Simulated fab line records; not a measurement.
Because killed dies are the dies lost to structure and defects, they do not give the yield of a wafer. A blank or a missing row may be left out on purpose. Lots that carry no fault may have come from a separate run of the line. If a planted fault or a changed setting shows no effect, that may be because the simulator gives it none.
Matching of chambers + flow n5 finfet + 3 sister chambers for N5_BEOL_M12_DEP_53 on pecvd-01
The step deposits SiCN from 3MS/NH3, target thk 30 nm, time 10.5 s. 3 wafers are shown with their chamber, then 11 later ones without.

== WAFERS, EACH WITH ITS CHAMBER ==
| wafer  | chamber | throttle valve pct (%) |
|--------|---------|------------------------|
| L083.1 | 2       | 17.2                   |
| L083.4 | 1       | 16.5                   |
| L086.2 | 0       | 18.4                   |

== WAFERS WITH NO CHAMBER GIVEN ==
| wafer  | throttle valve pct (%) |
|--------|------------------------|
| L086.3 | 18.4                   |
| L086.4 | 16.9                   |
| L090.2 | 16.9                   |
| L090.5 | 16.8                   |
| L090.6 | 17.4                   |
| L096.1 | 17.2                   |
| L096.2 | 18.6                   |
| L096.6 | 17.3                   |
| L097.1 | 18.7                   |
| L097.4 | 17.1                   |
| L097.6 | 18.7                   |

== CHAMBER TAKEN BY EACH ==
| wafer  | from the rows above     | in truth                   |
|--------|-------------------------|----------------------------|
| L086.3 | 0                       | 0                          |
| L086.4 | can't be placed: 2 or 1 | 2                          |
| L090.2 | can't be placed: 2 or 1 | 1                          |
| L090.5 | can't be placed: 1 or 2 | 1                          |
| L090.6 | 2                       | 2                          |
| L096.1 | 2                       | 2                          |
| L096.2 | 0                       | 0                          |
| L096.6 | 2                       | 2                          |
| L097.1 | 0                       | 0                          |
| L097.4 | 2                       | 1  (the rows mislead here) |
| L097.6 | 0                       | 0                          |
Correct placement for 7 of the 11. Can't be placed from these rows: 3 (the true chamber is among the candidates in 3). Number placed wrongly: 1.
How it was worked out, from the rows above alone: a wafer's distance from a chamber is the root of the sum, over the readings, of the square of ((its reading less the chamber's mean) divided by the reading's scatter). The wafer belongs to the nearest chamber; if the next one is less than 2 further off, it can't be placed. The mean given for a chamber averages the wafers shown for that chamber. The scatter: with one shown wafer a chamber, the root of the mean of the squares of how far each hidden wafer lies from its nearest shown one.
